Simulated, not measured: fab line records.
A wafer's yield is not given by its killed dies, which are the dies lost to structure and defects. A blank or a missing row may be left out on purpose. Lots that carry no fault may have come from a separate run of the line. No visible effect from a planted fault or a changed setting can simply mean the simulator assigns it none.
Which of the tools did it? | flow n5-finfet | 30 wafers from 10 lots sampled at 5 of the route's 1938 steps

WHAT EACH GAUGE READ, for each wafer
N5_MOL_CONTACT_COAG_CD_MEAS_99: target cd 17.2 nm.
lot  | measured     | on        | cd-nm (nm)
L444 | day 6 00:31  | cd-sem-03 | 17.3 17.6 17.3
L449 | day 6 02:03  | cd-sem-03 | 17.4 17.6 17.2
L452 | day 6 17:33  | cd-sem-01 | 16.9 16.9 16.9
L456 | day 8 01:37  | cd-sem-02 | 17.5 17.4 17.5
L457 | day 8 05:03  | cd-sem-01 | 17.0 17.1 17.5
L459 | day 8 15:49  | cd-sem-03 | 17.2 17.2 17.7
L461 | day 9 02:53  | cd-sem-02 | 17.8 17.7 17.8
L462 | day 9 05:04  | cd-sem-03 | 17.0 17.2 17.3
L466 | day 10 04:57 | cd-sem-02 | 17.1 17.1 17.0
L467 | day 10 13:32 | cd-sem-03 | 17.3 17.3 17.7

N5_BEOL_M4_RC_MEAS_101.
lot  | measured     | on        | DIBL_N (mV/V)  | DIBL_P (mV/V)  | IOFF_N (nA/um) | IOFF_P (nA/um) | ION_N (uA/um) | ION_P (uA/um) | RC_DENSE_N (ohm.um) | RC_DENSE_P (ohm.um) | RC_N (ohm.um)  | RC_P (ohm.um)  | REXT_N (ohm.um) | REXT_P (ohm.um)   | SS_N (mV/dec)  | SS_P (mV/dec)  | VT_N (mV)         | VT_P (mV)
L444 | day 9 21:03  | prober-02 | 37.9 38.6 38.9 | 37.9 38.6 40.7 | 0.17 0.19 0.21 | 0.20 0.22 0.26 | 671 677 713   | 454 459 480   | 18.9 18.8 18.6      | 23.5 23.4 23.2      | 15.3 15.3 15.3 | 19.2 18.9 19.0 | 74.7 74.8 75.2  | 97.5 96.6 96.8    | 72.0 72.0 71.7 | 73.3 73.4 73.4 | 250.8 247.7 244.9 | -250 -249 -249
L449 | day 10 00:26 | prober-02 | 37.3 39.4 37.5 | 37.8 38.5 36.9 | 0.18 0.21 0.18 | 0.23 0.24 0.22 | 690 693 689   | 467 462 468   | 18.7 18.6 18.5      | 23.4 23.2 22.8      | 15.3 15.1 15.1 | 19.2 18.9 18.9 | 74.7 73.7 73.4  | 100.0 100.7 100.1 | 71.9 72.3 71.6 | 74.0 74.5 73.8 | 246.8 245.6 246.4 | -249 -248 -249
L452 | day 10 03:49 | prober-01 | 37.7 37.6 34.5 | 37.9 37.6 35.4 | 0.15 0.16 0.11 | 0.19 0.18 0.15 | 665 673 655   | 458 454 452   | 19.5 18.8 19.8      | 24.3 23.3 24.5      | 15.9 15.2 15.9 | 19.8 19.0 20.1 | 76.2 74.8 77.9  | 99.6 100.0 98.9   | 71.3 71.9 70.6 | 74.0 72.9 73.1 | 251.8 252.4 255.9 | -255 -257 -258
L456 | day 11 19:04 | prober-02 | 39.2 37.0 38.2 | 40.1 38.1 39.8 | 0.20 0.16 0.20 | 0.23 0.19 0.23 | 673 679 686   | 452 458 465   | 18.9 18.8 18.9      | 24.0 23.7 23.7      | 15.6 15.3 15.4 | 19.7 19.4 19.4 | 77.0 76.7 76.5  | 103.7 104.7 102.1 | 72.7 71.3 72.0 | 74.4 74.2 74.5 | 249.5 249.1 248.2 | -252 -253 -250
L457 | day 12 19:37 | prober-02 | 38.4 40.1 35.5 | 37.8 40.3 35.3 | 0.18 0.21 0.12 | 0.22 0.27 0.19 | 676 688 671   | 461 474 467   | 20.0 18.7 19.2      | 24.1 23.1 23.5      | 16.1 15.2 15.6 | 19.9 18.7 19.1 | 78.9 77.4 79.5  | 99.7 96.8 97.9    | 70.8 71.5 70.7 | 73.7 74.3 73.8 | 247.8 247.0 252.9 | -251 -247 -252
L459 | day 12 17:54 | prober-02 | 38.3 40.4 36.9 | 39.1 40.5 39.4 | 0.20 0.23 0.18 | 0.21 0.25 0.22 | 682 686 683   | 458 463 467   | 19.0 19.7 18.9      | 23.7 24.6 23.5      | 15.4 16.0 15.4 | 19.2 19.8 19.2 | 73.3 74.5 74.9  | 101.3 102.2 99.9  | 72.4 72.7 71.5 | 73.3 74.5 73.8 | 247.9 246.6 246.6 | -251 -248 -250
L461 | day 12 22:01 | prober-01 | 36.6 35.4 39.7 | 36.0 34.3 38.6 | 0.15 0.13 0.21 | 0.20 0.18 0.24 | 652 666 651   | 449 459 443   | 37.1 38.4 38.3      | 47.2 48.8 48.8      | 30.5 31.2 31.4 | 38.9 40.0 39.9 | 87.2 86.9 88.3  | 118.1 119.1 120.1 | 71.4 71.3 72.8 | 73.1 73.1 73.6 | 251.9 251.6 248.7 | -249 -252 -250
L462 | day 12 22:56 | prober-01 | 33.3 34.8      | 35.1 38.0      | 0.13 0.15      | 0.18 0.23      | 653 656       | 448 458       | 39.6 40.5           | 50.1 50.0           | 33.0 32.7      | 40.6 40.8      | 91.4 94.0       | 119.3 118.6       | 70.6 71.7      | 73.1 74.3      | 252.0 249.5       | -251 -248
L466 | day 14 10:52 | prober-02 | 39.5 40.7 37.4 | 39.0 38.9 35.8 | 0.18 0.21 0.16 | 0.24 0.24 0.20 | 664 678 680   | 463 461 461   | 19.1 19.3 18.2      | 24.3 24.7 23.1      | 15.6 15.7 14.9 | 20.0 19.9 19.0 | 75.6 75.5 74.5  | 100.9 101.4 99.5  | 71.9 73.2 71.3 | 73.9 74.5 73.8 | 249.3 247.9 250.8 | -248 -247 -250
L467 | day 14 13:47 | prober-02 | 40.8 35.2 37.1 | 40.8 34.0 36.9 | 0.27 0.13 0.18 | 0.34 0.20 0.25 | 703 677 679   | 477 463 467   | 18.8 18.6 18.1      | 23.6 23.4 22.5      | 15.3 15.2 14.6 | 19.5 18.8 18.4 | 74.6 74.9 74.2  | 101.6 100.7 100.5 | 73.1 72.0 71.7 | 74.0 72.0 73.6 | 242.1 251.3 248.0 | -241 -248 -244

WHAT TOOL EACH LOT RAN ON (gives the tool, then ch and the chambers of the sampled wafers, and finally the start)
lot  | N5_MOL_CONTACT_COAG_IMPLANT_129 | N5_MOL_CONTACT_COAG_SIL_ANNEAL_21 | N5_MOL_CONTACT_COAG_PRE_CLEAN_141
L444 | implanter-02 ch 0, day 6 00:32  | rtp-anneal-01 ch 0, day 6 02:50   | pvd-sputter-03, day 6 03:26
L449 | implanter-01 ch 0, day 6 02:09  | rtp-anneal-01 ch 0, day 6 03:21   | pvd-sputter-01, day 6 03:49
L452 | implanter-02 ch 0, day 6 17:35  | rtp-anneal-02 ch 0, day 6 18:34   | pvd-sputter-03, day 6 19:13
L456 | implanter-02 ch 0, day 8 01:38  | rtp-anneal-01 ch 0, day 8 02:47   | pvd-sputter-01, day 8 03:00
L457 | implanter-01 ch 0, day 8 05:05  | rtp-anneal-02 ch 0, day 8 06:01   | pvd-sputter-03, day 8 07:53
L459 | implanter-02 ch 0, day 8 15:53  | rtp-anneal-01 ch 0, day 8 17:01   | pvd-sputter-01, day 8 18:26
L461 | implanter-02, day 9 02:58       | rtp-anneal-02 ch 0, day 9 04:32   | pvd-sputter-02, day 9 05:19
L462 | implanter-02, day 9 05:10       | rtp-anneal-01 ch 0, day 9 06:29   | pvd-sputter-01, day 9 06:39
L466 | implanter-01 ch 0, day 10 05:01 | rtp-anneal-01 ch 0, day 10 07:41  | pvd-sputter-03, day 10 08:27
L467 | implanter-02 ch 0, day 10 13:36 | rtp-anneal-01 ch 0, day 10 16:08  | pvd-sputter-03, day 10 19:01
- N5_MOL_CONTACT_COAG_IMPLANT_129
- N5_MOL_CONTACT_COAG_SIL_ANNEAL_21: time 60 s.
- N5_MOL_CONTACT_COAG_PRE_CLEAN_141: time 60 s.

AS READ BY THE TOOLS THEMSELVES (means over the sampled wafers that have a number; for cases with no such wafer, the mark the record gives instead)
N5_MOL_CONTACT_COAG_IMPLANT_129.
lot  | tool         | beam-energy-keV | beam-on-s (s)
L444 | implanter-02 | 3.0006          | 43.9
L449 | implanter-01 | 3.0006          | 42.5
L452 | implanter-02 | 3.0007          | 43.3
L456 | implanter-02 | 3.0002          | 45.0
L457 | implanter-01 | 3.0003          | 43.1
L459 | implanter-02 | 2.9993          | 43.4
L461 | implanter-02 | -               | -
L462 | implanter-02 | -               | -
L466 | implanter-01 | 3.0005          | 43.0
L467 | implanter-02 | 2.9994          | 44.0

N5_MOL_CONTACT_COAG_SIL_ANNEAL_21.
lot  | tool          | lamp-power-pct (%) | lamp_zone_7_pct (%) | wafer_temp_C_max
L444 | rtp-anneal-01 | 5.28               | 5.55                | 552.7
L449 | rtp-anneal-01 | 5.28               | 5.54                | 552.6
L452 | rtp-anneal-02 | 5.39               | 5.66                | 551.4
L456 | rtp-anneal-01 | 5.28               | 5.54                | 552.5
L457 | rtp-anneal-02 | 5.39               | 5.67                | 551.8
L459 | rtp-anneal-01 | 5.27               | 5.55                | 552.8
L461 | rtp-anneal-02 | 5.38               | 5.67                | 552.2
L462 | rtp-anneal-01 | 5.28               | 5.55                | 552.4
L466 | rtp-anneal-01 | 5.27               | 5.54                | 552.3
L467 | rtp-anneal-01 | 5.28               | 5.54                | 552.6

N5_MOL_CONTACT_COAG_PRE_CLEAN_141.
lot  | tool           | heater-power-w (W)
L444 | pvd-sputter-03 | 433
L449 | pvd-sputter-01 | 445
L452 | pvd-sputter-03 | 431
L456 | pvd-sputter-01 | 442
L457 | pvd-sputter-03 | 426
L459 | pvd-sputter-01 | 450
L461 | pvd-sputter-02 | 484
L462 | pvd-sputter-01 | 444
L466 | pvd-sputter-03 | 432
L467 | pvd-sputter-03 | 435

THE ANSWER, worked out from the rows above alone
Rule: the usual values come from the lots themselves. The widest of any qualifying gaps counts: lots, ordered by their means at a reading, are off when they make up no more than a third of the lots, leave a main group of 4 or more, and stand apart from it by 3 or more times the standard deviation of that group's means. Not used: any main group whose means are identical at the precision the tables above print for the reading. A lot without any number at a reading at which 4 lots or more have one is off too. Any other lot the step has rows for is counted as sound. Order of review: gauges by route order, followed by the tools' own readings, for which a lot's mean as printed above is used. The first step at which some lot is off is used, and at that step the reading that is off furthest; a lot without a number counts as furthest.
Off: L461, L462, at N5_BEOL_M4_RC_MEAS_101 (RC_P). The main group: mean 19.3 ohm.um, standard deviation 0.27.
If a tool, at a process step before that reading, ran all the lots that are off and no sound lot after the first of them, it fits. Not tried: the gauges at N5_BEOL_M4_RC_MEAS_101; whatever is off there is also off at N5_MOL_CONTACT_COAG_IMPLANT_129, on other tools, and gauge error can't account for it. None of those tried fits.

WHAT HAD BEEN PUT IN BY THE SIMULATOR
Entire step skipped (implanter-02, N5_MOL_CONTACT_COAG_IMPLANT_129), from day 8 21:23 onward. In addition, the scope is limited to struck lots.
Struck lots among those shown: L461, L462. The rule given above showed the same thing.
